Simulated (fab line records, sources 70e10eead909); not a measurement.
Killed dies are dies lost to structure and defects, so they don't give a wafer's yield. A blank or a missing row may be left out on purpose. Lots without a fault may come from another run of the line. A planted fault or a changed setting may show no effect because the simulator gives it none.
Problem report in the 8D (eight disciplines) form, filled by code | flow nand_harc | the parts of the form that need people (team, actions taken, sign-off) are left out

1. THE PROBLEM
run_length_s at NHARC_A_WL_FILL_ETCHBACK_17 reads a mean of 37.6 s on 4 wafers of 2 lots; wafers without a fault read 47.8 s with a standard deviation of 0.48. That is -21 standard deviations from the usual mean.
The step: etches the open film in Cl2/BCl3, target depth 4 nm, time 26.7 s.
First seen on wafer L337.4, day 27 14:28, on rie_metal-01. The record holds 33 wafers of 11 lots with a number at this step. Rule for "out", or "out of limits": more than 4 standard deviations from the usual mean. The other wafers with a number count as sound.

2. WHAT IT IS AND WHAT IT IS NOT
question                    | is                             | is not
which readings at this step | run_length_s                   | drypump_motor_current_A, oes_product_au
which lots                  | L337, L339                     | L321, L323, L324, L325, L330, L331, L334, L336, L340
which wafers of those lots  | L337.4, L337.6, L339.3, L339.5 | L337.5, L339.4
read on which tools         | rie_metal-01                   | rie_metal-02, rie_metal-03
when                        | from day 27 14:28              | up to then (25 sound wafers); but 4 sound wafers of L339, L340 came after

3. SUSPECTS, AND WHAT RULES EACH OUT
Counting: a tool at a process step up to the reading stays a suspect if it ran every lot that is out. Sound lots after the first of them don't rule it out here, since some wafers of a struck lot are sound.
- rie_diel-01 at NHARC_A_SLIT_ETCH_29 (etches the open film in CF4/O2, target depth 100 nm, overetch 10 nm, time 55 s): kept. It ran every lot that is out, first L337 (day 26 21:44); its last sound lot up to then is L336 (day 25 19:10).
- rie_metal-01 at NHARC_A_WL_FILL_ETCHBACK_17 (etches the open film in Cl2/BCl3, target depth 4 nm, time 26.7 s): kept. It ran every lot that is out, first L337 (day 27 14:28); its last sound lot up to then is L334 (day 26 11:39). Its own readings are out on those wafers: run_length_s.
- Within rie_metal-01 at NHARC_A_WL_FILL_ETCHBACK_17: the wafers that are out ran in chamber 0; their sound lot-mates ran in chamber 1.
Left after counting: rie_diel-01 at NHARC_A_SLIT_ETCH_29, rie_metal-01 at NHARC_A_WL_FILL_ETCHBACK_17.

4. THE CAUSE (what the simulator had put in)
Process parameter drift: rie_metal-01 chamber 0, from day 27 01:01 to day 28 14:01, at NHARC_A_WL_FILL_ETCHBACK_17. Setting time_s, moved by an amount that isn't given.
Counting left 2 suspects, and this tool is among them.

5. THE CHAIN OF EFFECTS, in route order
Each row: a reading whose mean over the struck wafers that have a number lies more than 3 standard deviations from the usual. Only readings for which the record gives a usual standard deviation are gone through. hours: the time from each lot's start at the first step in this table that gives one to its start at this step, as a median over the lots. sigmas: the change in usual standard deviations.
hours | step                        | reading      | usual  | on struck wafers | change | sigmas
0     | NHARC_A_WL_FILL_ETCHBACK_17 | run_length_s | 47.8 s | 37.6             | -10.2  | -21
The process steps in it:
- NHARC_A_WL_FILL_ETCHBACK_17: etches the open film in Cl2/BCl3, target depth 4 nm, time 26.7 s.

6. WHAT WOULD HAVE CAUGHT IT SOONER
In this record the first reading out of limits was taken at day 27 14:28, 13 hours after the fault began at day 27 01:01.
